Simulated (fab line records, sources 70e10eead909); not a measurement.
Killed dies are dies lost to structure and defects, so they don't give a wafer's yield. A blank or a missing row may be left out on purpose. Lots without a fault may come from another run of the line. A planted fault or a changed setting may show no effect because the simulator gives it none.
Tool commonality check | flow nand_harc | 13 lots, 39 wafers sampled

WHY IT WAS OPENED
At NHARC_P_M0_CD_MEAS_09 the reading cd_nm is flagged on 2 of 13 lots. Wafers without a fault read 89.6 nm, standard deviation 0.7.
Rule: a lot is flagged when every wafer of it that has a number lies more than 4 standard deviations from that mean, or none has a number. The other lots count as sound.

lot  | measured     | on        | cd_nm (nm), wafer by wafer | flag
L488 | day 6 04:28  | cd_sem-01 | 89.8 89.4 89.5             |
L489 | day 6 10:16  | cd_sem-01 | 89.7 89.9 89.8             |
L491 | day 7 19:38  | cd_sem-01 | 89.9 88.6 89.3             |
L494 | day 8 11:00  | cd_sem-02 | 89.2 89.2 89.5             |
L495 | day 9 08:50  | cd_sem-02 | 88.3 90.6 89.9             |
L497 | day 10 04:19 | cd_sem-03 | 89.9 89.8 90.5             |
L498 | day 10 05:25 | cd_sem-02 | 89.8 89.3 88.5             |
L500 | day 10 19:49 | cd_sem-02 | 90.4 89.3 88.9             |
L499 | day 10 21:11 | cd_sem-01 | 89.7 90.4 90.2             |
L502 | day 12 07:10 | cd_sem-03 | 90.4 89.9 90.2             |
L509 | day 14 17:07 | cd_sem-01 | 82.5 82.9 81.9             | FLAGGED
L510 | day 15 05:13 | cd_sem-01 | 82.2 82.1 83.0             | FLAGGED
L511 | day 15 12:11 | cd_sem-01 | 89.5 91.1 88.8             |
The numbers of the flagged lots are 82.4 nm on average: -7.2 nm against the usual, or -10 standard deviations.

WHICH TOOL RAN EACH LOT
The record holds 3 process steps before the reading, out of a route of 1302 steps. In each cell: the tool, then ch and the chambers that the sampled wafers went through, then the start.
lot  | flag    | NHARC_P_CONTACT_DEP_30         | NHARC_P_CONTACT_PVD_32                  | NHARC_P_M0_PEB_07
L488 |         | pecvd-04 ch 0,1,2, day 5 22:24 | pvd_sputter-03, day 6 04:23 or earlier  | litho_track-06 ch 0, day 6 04:23
L489 |         | pecvd-04 ch 0,1, day 6 04:22   | pvd_sputter-03, day 6 10:11 or earlier  | litho_track-06 ch 0, day 6 10:11
L491 |         | pecvd-04 ch 0,2, day 7 13:59   | pvd_sputter-03, day 7 19:33 or earlier  | litho_track-06 ch 0, day 7 19:33
L494 |         | pecvd-01 ch 0,2, day 8 05:26   | pvd_sputter-01, day 8 10:55 or earlier  | litho_track-06 ch 0, day 8 10:55
L495 |         | pecvd-01 ch 0,2, day 9 03:09   | pvd_sputter-03, day 9 08:45 or earlier  | litho_track-06 ch 0, day 9 08:45
L497 |         | pecvd-02 ch 1,2, day 9 22:37   | pvd_sputter-03, day 10 04:14 or earlier | litho_track-01 ch 0, day 10 04:14
L498 |         | pecvd-04 ch 0,1,2, day 9 23:42 | pvd_sputter-02, day 10 05:20 or earlier | litho_track-01 ch 0, day 10 05:20
L500 |         | pecvd-01 ch 1,2, day 10 13:50  | pvd_sputter-03, day 10 19:44 or earlier | litho_track-06 ch 0, day 10 19:44
L499 |         | pecvd-01 ch 1, day 10 14:38    | pvd_sputter-03, day 10 21:06 or earlier | litho_track-01 ch 0, day 10 21:06
L502 |         | pecvd-02 ch 0,1, day 12 00:59  | pvd_sputter-03, day 12 07:05 or earlier | litho_track-01 ch 0, day 12 07:05
L509 | FLAGGED | pecvd-04 ch 0,1, day 14 10:59  | pvd_sputter-02, day 14 17:02 or earlier | litho_track-01 ch 0, day 14 17:02
L510 | FLAGGED | pecvd-02 ch 0,1, day 14 23:15  | pvd_sputter-03, day 15 05:08 or earlier | litho_track-01 ch 0, day 15 05:08
L511 |         | pecvd-01 ch 0,1, day 15 06:20  | pvd_sputter-01, day 15 12:07 or earlier | litho_track-04 ch 0, day 15 12:07
What these steps do:
- NHARC_P_CONTACT_DEP_30: deposits SiNx, target thk 30 nm.
- NHARC_P_CONTACT_PVD_32: deposits Ti, target thk 5 nm, time 17.7 s.
- NHARC_P_M0_PEB_07: peb time 65 s.
- NHARC_P_M0_CD_MEAS_09: target cd 90 nm.

FLAGGED OVER TOTAL, TOOL BY TOOL (the gauges that took the reading come last)
step                   | tool           | lots run | flagged | share of the flagged lots | sound lots run after its first flagged lot
NHARC_P_CONTACT_DEP_30 | pecvd-01       | 5        | 0       | none                      | -
NHARC_P_CONTACT_DEP_30 | pecvd-02       | 3        | 1       | some                      | 0
NHARC_P_CONTACT_DEP_30 | pecvd-04       | 5        | 1       | some                      | 0
NHARC_P_CONTACT_PVD_32 | pvd_sputter-01 | 2        | 0       | none                      | -
NHARC_P_CONTACT_PVD_32 | pvd_sputter-02 | 2        | 1       | some                      | 0
NHARC_P_CONTACT_PVD_32 | pvd_sputter-03 | 9        | 1       | some                      | 0
NHARC_P_M0_PEB_07      | litho_track-01 | 6        | 2       | all                       | 0
NHARC_P_M0_PEB_07      | litho_track-04 | 1        | 0       | none                      | -
NHARC_P_M0_PEB_07      | litho_track-06 | 6        | 0       | none                      | -
NHARC_P_M0_CD_MEAS_09  | cd_sem-01      | 7        | 2       | all                       | 1 (L511)
NHARC_P_M0_CD_MEAS_09  | cd_sem-02      | 4        | 0       | none                      | -
NHARC_P_M0_CD_MEAS_09  | cd_sem-03      | 2        | 0       | none                      | -
NHARC_P_CONTACT_PVD_32 gives no start for some lots, so the hours and the order of its lots are those of NHARC_P_M0_PEB_07.

WHAT THE TABLE ALLOWS
2 rows of the table ran every flagged lot: litho_track-01 at NHARC_P_M0_PEB_07, cd_sem-01 at NHARC_P_M0_CD_MEAS_09.
- litho_track-01 at NHARC_P_M0_PEB_07: 2 of its 6 lots flagged. Its last sound lot is L502 (day 12 07:05), its first flagged lot L509 (day 14 17:02): a fault that began between those two fits. Its own readings lie more than 4 standard deviations out on every wafer of the flagged lots: heater_power_total_W, plate_temp_C.
- cd_sem-01 at NHARC_P_M0_CD_MEAS_09: 2 of its 7 lots flagged. Sound lots ran on it after the first flagged one (L511), which a lasting fault on the whole tool wouldn't allow.
One tool is left: litho_track-01 at NHARC_P_M0_PEB_07.

WHAT THE SIMULATOR HAD PUT IN
Process parameter drift: litho_track-01, from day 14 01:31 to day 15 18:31, at NHARC_P_M0_PEB_07. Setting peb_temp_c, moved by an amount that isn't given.
Lots struck among those shown: L509, L510. The rule above found the same.
